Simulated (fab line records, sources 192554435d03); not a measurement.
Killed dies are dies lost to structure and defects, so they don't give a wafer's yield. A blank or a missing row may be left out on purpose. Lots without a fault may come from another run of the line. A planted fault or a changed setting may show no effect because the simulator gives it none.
fab line records | flow n5_finfet | part 1 of 2: steps 1 to 17 of 27
record lots=5 wafers=15 last_day=19
route steps=1938 shown BEOL_M4@1053
lots that met no fault: from a run of the same line without faults
start_h: hours from the record's first day to the start of the lot's first wafer shown | wait_h: hours since the lot's step before | " the same as in the row above | L1.1+2: a row that stands for several wafers | - no value, or no start given | * or withheld: withheld | < > ~ a bound
route shown NAME@n: a module of which the file shows steps, and the number in the route of the first | usual: mean/standard deviation of fault-free wafers | same: alike in all rows | chamber/n: place in a boat | sites: the reading at each site | _std_site: their standard deviation | _edge_site: outer sites' mean less inner sites' | radius_mm: how far each site lies from the wafer's centre | mask NAME#n: copy n | behind: the tool/chamber that last shaped the wafer | hold: why the lot was held/for how many hours/how that ended | device: the transistor (n, p or np) that didn't switch | end of line: the same wafers' tests at the end of the route | a step without rows: its recipe alone | killed: dies lost to structure and defects at the first sort, not the wafer's yield | map: a wafer's dies, x killed, . not, _ none there
set.NAME: the setting as run; set.NAME@STEP: as run at that earlier step | model.NAME: the simulator's own value behind a step, which no gauge read
lots at some steps of the route; a table a step, a row a wafer
services: from which hour (start_h, from the record's first day; less than 0 if before it) a tool's chamber was out of use, for how many hours, and why
## steps
# step N5_BEOL_M4_EXPOSE_25
# recipe mask_id=V3 na=0.33 source_shape=quasar sigma_inner=0.2 sigma_outer=0.8 polarization=unpolarized defocus_nm=5 dose_mj=63
# usual stage_msd_nm=0.900/0.025
# columns lot.wafer tool chamber start_h wait_h mask stage_msd_nm
L078.2 euv_scanner-01 0 182.03 - V3#0 0.936
L078.4 " 0 " " V3#0 0.938
L078.6 " 0 " " V3#0 0.940
L083.2 euv_scanner-01 0 244.63 - V3#0 0.919
L083.3 " 0 " " V3#0 0.923
L083.6 " 0 " " V3#0 0.920
L085.2 euv_scanner-02 0 263.61 - V3#0 0.878
L085.3 " 0 " " V3#0 0.877
L085.6 " 0 " " V3#0 0.880
L088.1 euv_scanner-01 0 275.46 - V3#0 0.912
L088.4 " 0 " " V3#0 0.910
L088.6 " 0 " " V3#0 0.915
L097.2 euv_scanner-02 0 333.61 - V3#0 0.890
L097.4 " 0 " " V3#0 0.889
L097.6 " 0 " " V3#0 0.888
# step N5_BEOL_M4_PEB_26
# recipe peb_temp_c=100 peb_time_s=60 resist=CAR-EUV
# usual chill_plate_temp_C=23.04/0.11 plate_temp_C=100.00/0.13
# columns lot.wafer tool chamber start_h wait_h chill_plate_temp_C plate_temp_C
L078.2 litho_track-01 0 182.10 0.1 22.95 99.90
L078.4 " 0 " " 22.95 99.86
L078.6 " 0 " " 22.99 100.02
L083.2 litho_track-05 0 244.70 0.1 22.82 100.10
L083.3 " 0 " " 22.96 100.06
L083.6 " 0 " " 23.08 99.98
L085.2 litho_track-02 0 263.68 0.1 23.13 99.93
L085.3 " 0 " " 23.18 99.90
L085.6 " 0 " " 23.04 100.07
L088.1 litho_track-01 0 275.53 0.1 23.01 99.81
L088.4 " 0 " " 23.00 100.05
L088.6 " 0 " " 23.06 100.07
L097.2 litho_track-01 0 333.69 0.1 23.09 100.06
L097.4 " 0 " " 23.01 99.93
L097.6 " 0 " " 23.12 99.98
# step N5_BEOL_M4_DEVELOP_27
# recipe develop_time_s=30 developer=TMAH resist=CAR-EUV rinse_liquid=surfactant_rinse dry=air_spin dev_temp_c=23
# usual chill_plate_temp_C=23.00/0.11
# columns lot.wafer tool chamber start_h wait_h chill_plate_temp_C
L078.2 litho_track-01 0 - - 23.00
L078.4 " 0 " " 22.92
L078.6 " 0 " " 22.93
L083.2 litho_track-05 0 - - 22.94
L083.3 " 0 " " 23.07
L083.6 " 0 " " 23.08
L085.2 litho_track-02 0 - - 22.85
L085.3 " 0 " " 22.83
L085.6 " 0 " " 22.94
L088.1 litho_track-01 0 - - 22.96
L088.4 " 0 " " 22.98
L088.6 " 0 " " 22.90
L097.2 litho_track-01 0 - - 22.93
L097.4 " 0 " " 23.05
L097.6 " 0 " " 22.99
# step N5_BEOL_M4_CD_MEAS_28
# recipe target_cd_nm=26.2 landing_energy_ev=500 detector=se_inlens target_cd_y_nm=24.1 polarity=opening
# usual cd_nm=26.14/0.23
# columns lot.wafer tool chamber start_h wait_h cd_nm
L078.2 cd_sem-02 0 182.17 - 26.09
L078.4 " 0 " " 26.36
L078.6 " 0 " " 26.12
L083.2 cd_sem-03 0 244.76 - 25.69
L083.3 " 0 " " 26.04
L083.6 " 0 " " 25.88
L085.2 cd_sem-03 0 263.75 - 25.92
L085.3 " 0 " " 25.86
L085.6 " 0 " " 25.96
L088.1 cd_sem-01 0 275.60 - 26.31
L088.4 " 0 " " 26.13
L088.6 " 0 " " 26.05
L097.2 cd_sem-01 0 333.75 - 26.29
L097.4 " 0 " " 26.17
L097.6 " 0 " " 26.79
# step N5_BEOL_M4_OVL_MEAS_29
# recipe points_per_wafer=522
# usual V3_OVL=0.2/0.63
# same points_per_wafer=522
# columns lot.wafer tool chamber start_h wait_h V3_OVL[nm]
L078.2 overlay-01 0 182.20 0.0 -0.5
L078.4 " 0 " " 0.2
L078.6 " 0 " " -0.1
L083.2 overlay-02 0 244.80 0.0 1.3
L083.3 " 0 " " 0.3
L083.6 " 0 " " 0.3
L085.2 overlay-01 0 263.79 0.0 1.2
L085.3 " 0 " " 1.3
L085.6 " 0 " " 0.4
L088.1 overlay-02 0 275.63 0.0 -0.1
L088.4 " 0 " " 1.0
L088.6 " 0 " " 0.7
L097.2 overlay-01 0 333.79 0.0 0.1
L097.4 " 0 " " -0.2
L097.6 " 0 " " 1.3
# step N5_BEOL_M4_INSPECT_30
# recipe mode=adi inspect_instrument=brightfield
# usual raw_defect_count=437/93
# columns lot.wafer tool chamber start_h wait_h raw_defect_count
L078.2 defect_inspect-01 - 182.26 0.0 389
L078.4 " - " " 346
L078.6 " - " " 384
L083.2 defect_inspect-02 - 244.85 0.0 479
L083.3 " - " " 493
L083.6 " - " " 371
L085.2 defect_inspect-01 - 263.84 0.0 401
L085.3 " - " " 439
L085.6 " - " " 443
L088.1 defect_inspect-02 - 275.69 0.1 527
L088.4 " - " " 363
L088.6 " - " " 521
L097.2 defect_inspect-02 - 333.84 0.0 383
L097.4 " - " " 485
L097.6 " - " " 342
# step N5_BEOL_M4_DESCUM_33
# recipe chemistry=O2 time_s=7 source_power_w=50 bias_power_w=20 pressure_mtorr=20 rf_frequency_hz=2.712e+07 temp_c=40 resist=CAR-EUV o2_flow_sccm=225
# usual drypump_motor_current_A=5.5/0.41 o2_flow_sccm=225.1/0.66 oes_product_au=0.85/0.069 rf_vpp_V=243.3/1.5 showerhead_plenum_p_Torr=2.11/0.08 throttle_valve_pct=20.36/0.16
# columns lot.wafer tool chamber start_h wait_h drypump_motor_current_A o2_flow_sccm oes_product_au rf_hours_counter_h rf_vpp_V showerhead_plenum_p_Torr throttle_valve_pct
L078.2 rie_diel-03 0 182.29 0.0 5.4 224.1 0.76 134 241.3 2.03 20.57
L078.4 " 1 " " 5.3 225.7 0.89 37 244.9 2.25 20.23
L078.6 " 0 " " 5.4 224.6 0.76 - 241.6 2.03 20.56
L083.2 rie_diel-01 3 244.89 0.0 5.0 225.1 0.87 52 244.7 2.13 20.24
L083.3 " 2 " " 5.9 225.4 0.96 6 246.0 2.22 20.31
L083.6 " 1 " " 5.3 226.4 0.88 - 243.7 2.14 20.25
L085.2 rie_diel-01 3 263.87 0.0 5.0 224.2 0.85 61 243.1 2.13 20.24
L085.3 " 2 " " 5.9 223.9 0.96 11 245.2 2.22 20.31
L085.6 " 1 " " 5.2 224.7 0.87 - 243.7 2.14 20.26
L088.1 rie_diel-01 3 275.72 0.0 4.9 224.6 0.86 66 243.7 2.13 20.27
L088.4 " 2 " " 5.9 225.8 0.94 15 245.8 2.22 20.31
L088.6 " 1 " " 5.3 225.6 0.87 - 244.0 2.13 20.30
L097.2 rie_diel-03 3 333.88 0.0 5.4 224.6 0.75 136 244.6 2.18 20.30
L097.4 " 0 " " 5.3 224.2 0.73 181 241.8 2.02 20.62
L097.6 " 0 " " 5.3 224.5 0.72 - 241.5 2.02 20.65
# step N5_BEOL_M4_ETCH_77
# recipe chemistry=N2/H2 target=underlayer target_depth_a=65 mask_material=CAR-EUV time_s=5.2 ion_energy_ev=200 pressure_mtorr=30 source_w=840 bias_w=150 n2_flow_sccm=200 h2_flow_sccm=200 ends=cleared
# usual drypump_motor_current_A=5.5/0.41 etch_rf_on_time_s=5.16/0.14 oes_product_au=0.72/0.062 rf_vpp_V=525/3 showerhead_plenum_p_Torr=2.56/0.097 throttle_valve_pct=17.74/0.21
# columns lot.wafer tool chamber start_h wait_h drypump_motor_current_A etch_rf_on_time_s oes_product_au rf_hours_counter_h rf_vpp_V showerhead_plenum_p_Torr throttle_valve_pct
L078.2 rie_diel-03 0 182.32 0.0 5.4 5.33 0.65 134 522 2.45 17.83
L078.4 " 1 " " 5.3 4.99 0.77 37 528 2.68 17.40
L078.6 " 0 " " 5.4 5.27 0.65 - 521 2.45 17.82
L083.2 rie_diel-01 3 244.92 0.0 5.0 5.16 0.74 52 524 2.57 17.53
L083.3 " 2 " " 5.9 5.05 0.84 6 530 2.71 17.75
L083.6 " 1 " " 5.2 5.19 0.75 - 525 2.61 17.66
L085.2 rie_diel-01 3 263.91 0.0 4.9 5.19 0.74 61 525 2.56 17.57
L085.3 " 2 " " 6.0 5.13 0.82 11 530 2.70 17.76
L085.6 " 1 " " 5.3 5.17 0.75 - 524 2.60 17.70
L088.1 rie_diel-01 3 275.76 0.0 5.0 5.11 0.73 66 524 2.56 17.59
L088.4 " 2 " " 5.9 5.07 0.80 15 530 2.70 17.80
L088.6 " 1 " " 5.2 5.15 0.74 - 526 2.60 17.67
L097.2 rie_diel-03 3 333.91 0.0 5.5 5.43 0.62 136 529 2.66 17.75
L097.4 " 0 " " 5.4 5.44 0.62 181 521 2.44 17.90
L097.6 " 0 " " 5.3 5.36 0.61 - 520 2.43 17.87
# step N5_BEOL_M4_ETCH_69
# recipe chemistry=CF4 target=SiARC target_depth_a=156 mask_material=CAR-EUV time_s=26 ion_energy_ev=80 pressure_mtorr=40 source_w=545 bias_w=36 Ar_flow_sccm=100 cf4_flow_sccm=100 ends=cleared
# usual drypump_motor_current_A=5.5/0.41 etch_rf_on_time_s=25.7/0.61 oes_product_au=0.72/0.061 rf_vpp_V=184.3/1.2 showerhead_plenum_p_Torr=2.16/0.076 throttle_valve_pct=15.51/0.17
# columns lot.wafer tool chamber start_h wait_h drypump_motor_current_A etch_rf_on_time_s oes_product_au rf_hours_counter_h rf_vpp_V showerhead_plenum_p_Torr throttle_valve_pct
L078.2 rie_diel-03 0 182.34 0.0 5.3 26.6 0.65 134 182.9 2.07 15.62
L078.4 " 1 " " 5.3 25.0 0.78 37 186.1 2.27 15.17
L078.6 " 0 " " 5.4 26.7 0.65 - 182.3 2.07 15.63
L083.2 rie_diel-01 3 244.94 0.0 4.9 25.7 0.75 52 184.5 2.18 15.41
L083.3 " 2 " " 5.9 25.1 0.83 6 185.3 2.28 15.46
L083.6 " 1 " " 5.2 25.7 0.75 - 184.5 2.19 15.40
L085.2 rie_diel-01 3 263.92 0.0 4.9 25.6 0.74 61 184.2 2.17 15.44
L085.3 " 2 " " 5.9 25.1 0.84 11 186.4 2.28 15.47
L085.6 " 1 " " 5.2 25.7 0.73 - 183.3 2.19 15.43
L088.1 rie_diel-01 3 275.78 0.0 5.0 25.6 0.74 66 184.2 2.17 15.44
L088.4 " 2 " " 5.9 25.3 0.82 15 185.8 2.28 15.46
L088.6 " 1 " " 5.2 25.4 0.74 - 183.9 2.19 15.44
L097.2 rie_diel-03 3 333.93 0.0 5.5 26.5 0.63 136 184.2 2.24 15.58
L097.4 " 0 " " 5.3 26.5 0.62 181 182.9 2.05 15.72
L097.6 " 0 " " 5.4 26.3 0.62 - 181.9 2.05 15.71
# step N5_BEOL_M4_ALD_98
# recipe material=SiO2 target_thk_a=25 temp_c=100 ald_precursor_family=BDEAS ald_co_reactant=O2-plasma pulse_time_s=1 co_reactant_pulse_time_s=1 purge_time_s=2 co_reactant_purge_time_s=2 ald_cycles=17 pressure_torr=2
# usual heater_power_outer_w=41/3.3 heater_power_w=79/7.4 precursor_pulse_height_rel=0.998/0.02 susceptor_temp_C=100.00/0.14
# same purge_time_s=2
# columns lot.wafer tool chamber start_h wait_h heater_power_outer_w heater_power_w precursor_pulse_height_rel susceptor_temp_C
L078.2 ald_sin-03 0 182.90 0.5 44 85 0.975 100.04
L078.4 " 3 " " 39 76 0.982 99.82
L078.6 " 1 " " 37 68 1.012 99.97
L083.2 ald_sin-01 0 245.02 0.1 37 72 0.973 100.26
L083.3 " 3 " " 42 78 1.006 100.11
L083.6 " 3 " " 41 78 1.015 99.98
L085.2 ald_sin-03 0 264.01 0.1 43 88 1.014 99.80
L085.3 " 1 " " 37 69 1.002 100.18
L085.6 " 2 " " 45 79 0.989 99.99
L088.1 ald_sin-01 1 275.88 0.1 43 89 0.987 100.00
L088.4 " 0 " " 38 73 0.979 100.29
L088.6 " 3 " " 42 79 0.998 100.03
L097.2 ald_sin-03 2 334.01 0.1 44 81 0.978 99.90
L097.4 " 1 " " 37 70 0.981 100.08
L097.6 " 1 " " 38 71 1.003 99.87
# step N5_BEOL_M4_ETCHBACK_99
# recipe chemistry=CHF3 target=SiO2 target_depth_a=50 time_s=10.4 source_w=215 bias_w=47 Ar_flow_sccm=200 CHF3_flow_sccm=12 ion_energy_ev=100 pressure_mtorr=30
# usual drypump_motor_current_A=5.5/0.41 oes_product_au=0.84/0.073 rf_vpp_V=239/3.9 showerhead_plenum_p_Torr=2.17/0.08 throttle_valve_pct=17.00/0.17
# columns lot.wafer tool chamber start_h wait_h drypump_motor_current_A oes_product_au rf_hours_counter_h rf_vpp_V showerhead_plenum_p_Torr throttle_valve_pct
L078.2 rie_diel-01 2 187.58 4.6 6.0 0.68 243 231 2.04 17.28
L078.4 " 0 " " 5.5 0.89 - 243 2.12 16.96
L078.6 " 2 " " 6.0 0.68 - 233 2.04 17.28
L083.2 rie_diel-01 0 245.64 0.6 5.5 0.86 38 244 2.11 16.99
L083.3 " 3 " " 4.9 0.87 52 239 2.18 16.87
L083.6 " 3 " " 5.0 0.87 - 239 2.18 16.85
L085.2 rie_diel-04 1 270.31 6.3 6.5 0.83 79 245 2.10 17.35
L085.3 " 2 " " 5.4 0.78 121 241 2.17 16.85
L085.6 " 1 " " 6.5 0.83 - 245 2.10 17.33
L088.1 rie_diel-01 3 278.03 2.1 5.0 0.84 66 238 2.18 16.87
L088.4 " 0 " " 5.5 0.85 49 244 2.11 17.03
L088.6 " 2 " " 5.9 0.94 - 237 2.29 16.95
L097.2 rie_diel-01 2 341.41 7.3 6.0 0.88 39 236 2.29 17.01
L097.4 " 0 " " 5.5 0.80 72 243 2.10 17.07
L097.6 " 3 " " 5.0 0.82 - 238 2.17 16.92
# step N5_BEOL_M4_ETCH_70
# recipe chemistry=N2/H2 target=SOC target_depth_a=800 overetch_a=240 mask_material=SiARC temp_c=40 time_s=130 ion_energy_ev=200 pressure_mtorr=30 source_w=840 bias_w=150 n2_flow_sccm=200 h2_flow_sccm=200
# usual drypump_motor_current_A=5.5/0.41 oes_product_au=0.61/0.049 rf_vpp_V=524.4/2.9 showerhead_plenum_p_Torr=2.56/0.098 throttle_valve_pct=17.71/0.22
# columns lot.wafer tool chamber start_h wait_h drypump_motor_current_A oes_product_au rf_hours_counter_h rf_vpp_V showerhead_plenum_p_Torr throttle_valve_pct
L078.2 rie_diel-01 2 187.62 0.0 6.0 0.51 243 518.4 2.39 18.00
L078.4 " 0 " " 5.5 0.65 - 522.6 2.48 17.65
L078.6 " 2 " " 5.9 0.51 - 519.4 2.39 18.01
L083.2 rie_diel-01 0 245.67 0.0 5.5 0.62 38 522.4 2.47 17.68
L083.3 " 3 " " 5.0 0.63 52 527.8 2.57 17.51
L083.6 " 3 " " 5.0 0.65 - 526.3 2.57 17.52
L085.2 rie_diel-04 1 270.34 0.0 6.5 0.61 79 522.8 2.46 18.11
L085.3 " 2 " " 5.4 0.58 121 523.4 2.55 17.44
L085.6 " 1 " " 6.5 0.60 - 522.8 2.46 18.11
L088.1 rie_diel-01 3 278.06 0.0 4.9 0.63 66 522.6 2.56 17.53
L088.4 " 0 " " 5.5 0.62 49 522.4 2.47 17.69
L088.6 " 2 " " 6.0 0.69 - 528.5 2.70 17.74
L097.2 rie_diel-01 2 341.44 0.0 5.9 0.66 39 528.6 2.69 17.79
L097.4 " 0 " " 5.5 0.59 72 522.2 2.46 17.76
L097.6 " 3 " " 4.9 0.60 - 525.2 2.55 17.56
# step N5_BEOL_M4_STRIP_71
# recipe chemistry=N2/H2 temp_c=40 n2_flow_sccm=200 h2_flow_sccm=200 rf_frequency_hz=6e+07
# columns lot.wafer tool chamber start_h wait_h
L078.2+4+6 rie_diel-01 2,0,2 187.70 0.0
L083.2+3+6 rie_diel-01 0,3,3 245.76 0.0
L085.2+3+6 rie_diel-04 1,2,1 270.43 0.0
L088.1+4+6 rie_diel-01 3,0,2 278.15 0.0
L097.2+4+6 rie_diel-01 2,0,3 341.53 0.0
# step N5_BEOL_M4_STRIP_78
# recipe chemistry=N2/H2 temp_c=40 n2_flow_sccm=200 h2_flow_sccm=200 rf_frequency_hz=6e+07
# columns lot.wafer tool chamber start_h wait_h
L078.2+4+6 rie_diel-01 2,0,2 187.71 0.0
L083.2+3+6 rie_diel-01 0,3,3 245.77 0.0
L085.2+3+6 rie_diel-04 1,2,1 270.44 0.0
L088.1+4+6 rie_diel-01 3,0,2 278.16 0.0
L097.2+4+6 rie_diel-01 2,0,3 341.54 0.0
# step N5_BEOL_M4_VIA_ETCH_34
# recipe chemistry=C4F6/O2 target_depth_a=694 mask_material=SOC pressure_mtorr=15 ion_energy_ev=250 taper_deg=4 time_s=65.9 source_w=350 bias_w=170 Ar_flow_sccm=300 C4F6_flow_sccm=10 O2_flow_sccm=10
# usual drypump_motor_current_A=5.5/0.41 oes_product_au=0.84/0.073 rf_vpp_V=662/10 showerhead_plenum_p_Torr=2.86/0.1 throttle_valve_pct=30.74/0.22
# columns lot.wafer tool chamber start_h wait_h drypump_motor_current_A oes_product_au rf_hours_counter_h rf_vpp_V showerhead_plenum_p_Torr throttle_valve_pct
L078.2 rie_diel-01 2 187.72 0.0 6.0 0.68 244 643 2.69 30.72
L078.4 " 0 " " 5.5 0.90 - 673 2.80 30.86
L078.6 " 2 " " 5.9 0.68 - 642 2.69 30.73
L083.2 rie_diel-01 0 245.78 0.0 5.5 0.85 38 672 2.79 30.87
L083.3 " 3 " " 4.9 0.88 52 658 2.88 30.45
L083.6 " 3 " " 4.9 0.87 - 659 2.88 30.45
L085.2 rie_diel-04 1 270.45 0.0 6.5 0.84 79 672 2.77 31.25
L085.3 " 2 " " 5.4 0.77 121 665 2.86 30.61
L085.6 " 1 " " 6.5 0.84 - 673 2.77 31.25
L088.1 rie_diel-01 3 278.17 0.0 4.9 0.86 66 659 2.88 30.46
L088.4 " 0 " " 5.5 0.84 49 673 2.79 30.87
L088.6 " 2 " " 5.9 0.94 - 651 3.02 30.94
L097.2 rie_diel-01 2 341.55 0.0 6.0 0.88 39 652 3.01 30.96
L097.4 " 0 " " 5.4 0.80 72 674 2.78 30.91
L097.6 " 3 " " 4.9 0.82 - 659 2.87 30.47
# step N5_BEOL_M4_STRIP_83
# recipe chemistry=C4F6/O2 resist=SiARC rf_frequency_hz=6e+07
# columns lot.wafer tool chamber start_h wait_h
L078.2+4+6 rie_diel-01 2,0,2 187.77 0.0
L083.2+3+6 rie_diel-01 0,3,3 245.83 0.0
L085.2+3+6 rie_diel-04 1,2,1 270.50 0.0
L088.1+4+6 rie_diel-01 3,0,2 278.22 0.0
L097.2+4+6 rie_diel-01 2,0,3 341.60 0.0
# step N5_BEOL_M4_STRIP_36
# recipe chemistry=N2/H2 power_w=450 temp_c=40 pressure_mtorr=20 rf_frequency_hz=6e+07 overash_fraction=0.3 bias_power_w=7 h2_frac=0.5 n2_flow_sccm=200 h2_flow_sccm=200
# usual drypump_motor_current_A=5.5/0.41 oes_product_au=0.84/0.072 rf_vpp_V=59.0/1.5 showerhead_plenum_p_Torr=2.55/0.098 throttle_valve_pct=23.56/0.28
# columns lot.wafer tool chamber start_h wait_h drypump_motor_current_A oes_product_au rf_hours_counter_h rf_vpp_V showerhead_plenum_p_Torr throttle_valve_pct
L078.2 rie_diel-01 2 187.78 0.0 5.9 0.69 244 59.0 2.39 23.78
L078.4 " 0 " " 5.5 0.91 - 58.6 2.48 23.57
L078.6 " 2 " " 6.0 0.68 - 58.5 2.39 23.79
L083.2 rie_diel-01 0 245.84 0.0 5.5 0.87 38 60.7 2.47 23.59
L083.3 " 3 " " 5.0 0.88 52 59.0 2.56 23.26
L083.6 " 3 " " 4.9 0.88 - 59.1 2.56 23.23
L085.2 rie_diel-04 1 270.51 0.0 6.5 0.83 79 57.7 2.46 24.14
L085.3 " 2 " " 5.4 0.79 121 60.2 2.54 23.16
L085.6 " 1 " " 6.5 0.84 - 60.8 2.46 24.14
L088.1 rie_diel-01 3 278.23 0.0 5.0 0.86 66 61.7 2.56 23.24
L088.4 " 0 " " 5.4 0.86 49 59.3 2.46 23.61
L088.6 " 2 " " 6.0 0.93 - 57.9 2.70 23.82
L097.2 rie_diel-01 2 341.61 0.0 6.0 0.88 39 58.8 2.69 23.84
L097.4 " 0 " " 5.5 0.82 72 54.4 2.46 23.62
L097.6 " 3 " " 4.9 0.83 - 59.0 2.55 23.28
